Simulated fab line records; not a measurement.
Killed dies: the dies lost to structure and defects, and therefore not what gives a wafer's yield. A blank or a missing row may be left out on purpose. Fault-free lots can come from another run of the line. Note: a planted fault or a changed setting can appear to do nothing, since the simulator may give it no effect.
Split-lot experiment	flow n5 finfet	on a route of 1938 steps: 7 lots, 21 wafers read

== ABOUT THE SPLIT ==
At N5_ZERO_LAYER_EXPOSE_08 (exposes mask ZERO, defocus 0 nm, target cd 2000 nm), the setting dose mj was moved away from the recipe's 16.2 on 6 of the 21 wafers read, by +3.5% to +6.2%. This setting was run at the recipe's value on the other wafers.

== FROM THE SPLIT TO THE READING: what the file shows between them, 3 steps ==
- N5_ZERO_LAYER_PEB_09
- N5_ZERO_LAYER_DEVELOP_10: develop time 60 s
- N5_ZERO_LAYER_HARDBAKE_23: time 120 s

== THE READING ==
cd nm (nm) at N5_ZERO_LAYER_CD_MEAS_11, where the cd target is 2000 nm. A value of 1998.3 nm with a standard deviation of 2.8 nm is what fault-free wafers of this fab line usually give.

wafer	tool, chamber at the split	dose mj as run	against the recipe	cd nm, nm	against lot-mates on the recipe
L074.2	krf scanner-02, 0	16.9	+4.3%	2004.2	+3.2
L074.3	krf scanner-02, 0	16.9	+4.3%	2010.9	+9.9
L074.5	krf scanner-02, 0	16.2	recipe	2001.0	-
L081.1	krf scanner-02, 0	16.2	recipe	1997.5	-
L081.2	krf scanner-02, 0	16.2	recipe	2000.3	-
L081.4	krf scanner-02, 0	16.2	recipe	1999.4	-
L086.3	krf scanner-01, 0	16.2	recipe	1991.5	-
L086.5	krf scanner-01, 0	16.2	recipe	1993.2	-
L086.6	krf scanner-01, 0	16.2	recipe	1995.7	-
L087.3	krf scanner-01, 0	17.2	+6.2%	2010.3	+13.6
L087.4	krf scanner-01, 0	17.2	+6.2%	2008.1	+11.4
L087.5	krf scanner-01, 0	16.2	recipe	1996.7	-
L089.3	krf scanner-02, 0	16.2	recipe	1995.5	-
L089.4	krf scanner-02, 0	16.2	recipe	1994.5	-
L089.6	krf scanner-02, 0	16.2	recipe	1996.3	-
L090.2	krf scanner-01, 0	16.76	+3.5%	2002.7	+6.2
L090.3	krf scanner-01, 0	16.76	+3.5%	2009.3	+12.8
L090.6	krf scanner-01, 0	16.2	recipe	1996.5	-
L093.3	krf scanner-02, 0	16.2	recipe	1999.8	-
L093.4	krf scanner-02, 0	16.2	recipe	1999.5	-
L093.6	krf scanner-02, 0	16.2	recipe	2000.7	-

FIT RESULTS
A straight line over all 21 wafers: cd nm changes by +2.15 nm for each +1% of dose mj; r = +0.85; the points scatter about the line by 3 nm.
The same after taking each lot's own level away (the mean of its wafers on the recipe; 21 wafers): +2 nm for each +1%; r = +0.91; scatter 2.1 nm.
According to that fit, moving dose mj by its largest amount changes the reading by 12 nm.
Measured against the standard deviation above, the lots' own levels, which go from 1993.47 to 2001.00 nm, span 2.7 times it.
The two slopes agree, so the slope changes little with the lot-to-lot level.
Check: for one of the wafers moved furthest among these (+6.2%), held out of the fit, the line's prediction against its lot-mates is +11.9 nm. Against them it came out at +13.6 nm.

== THE WHOLE CHAIN: every reading that the file lists as answering this split, in the file's order ==
step	what it does	reading	change (the file's fit)	r (the file's)
N5_ZERO_LAYER_CD_MEAS_11	target cd 2000 nm	cd nm	+2.02 nm for each +1% of the setting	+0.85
N5_ZERO_LAYER_DESCUM_16	chemistry O2, time 7.9 s	ZERO_LAYER.cd nm (the simulator's own value, which no gauge read)	+2.14 nm for each +1% of the setting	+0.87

== FILE'S OWN FIT ==
cd nm changes by +2.02 nm for each +1% of dose mj, r = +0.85.
